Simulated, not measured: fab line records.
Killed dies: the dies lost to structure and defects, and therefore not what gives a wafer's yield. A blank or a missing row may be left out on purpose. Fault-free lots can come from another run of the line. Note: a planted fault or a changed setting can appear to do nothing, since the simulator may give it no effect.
Chamber matching    flow nand-harc    NHARC_A_STAIRCASE_ETCH_292 on rie-diel-10 has 4 sister chambers
The step etches the open film in CF4/CHF3. 8 wafers are shown with their chamber, then 11 later ones without.

## WAFERS, EACH WITH ITS CHAMBER
wafer   chamber  showerhead-plenum-p-Torr (Torr)  drypump-motor-current-A (A)
L080.5  0        1.66                             6.2
L084.2  2        1.62                             6.4
L090.4  3        1.45                             6.0
L090.5  1        1.68                             5.7
L089.4  0        1.65                             6.2
L089.5  2        1.62                             6.3
L089.6  3        1.45                             6.0
L088.1  1        1.68                             5.7

## WAFERS WHOSE CHAMBER IS MISSING
wafer   showerhead-plenum-p-Torr (Torr)  drypump-motor-current-A (A)
L088.3  1.65                             6.2
L088.6  1.62                             6.4
L091.1  1.45                             5.9
L091.3  1.68                             5.6
L091.4  1.62                             6.3
L094.1  1.65                             6.2
L094.2  1.68                             5.7
L094.4  1.68                             5.7
L095.3  1.61                             6.4
L095.4  1.61                             6.3
L095.6  1.68                             5.7

## CHAMBER TAKEN BY EACH
wafer   from the rows above  in truth
L088.3  0                    0
L088.6  2                    2
L091.1  3                    3
L091.3  1                    1
L091.4  2                    2
L094.1  0                    0
L094.2  1                    1
L094.4  1                    1
L095.3  2                    2
L095.4  2                    2
L095.6  1                    1
Placed correctly: 11 of 11. From these rows, 0 cannot be placed. 0 placed wrongly.
How it was worked out, from the rows above alone: a wafer's distance from a chamber is the root of the sum, over the readings, of the square of ((its reading less the chamber's mean) divided by the reading's scatter). The wafer belongs to the nearest chamber; if the next one is less than 2 further off, it can't be placed. Each chamber's mean is taken over the wafers shown for it. The scatter is the square root of a quotient: the sum, over the shown wafers, of each reading's squared deviation from its chamber's mean, divided by wafers minus chambers.
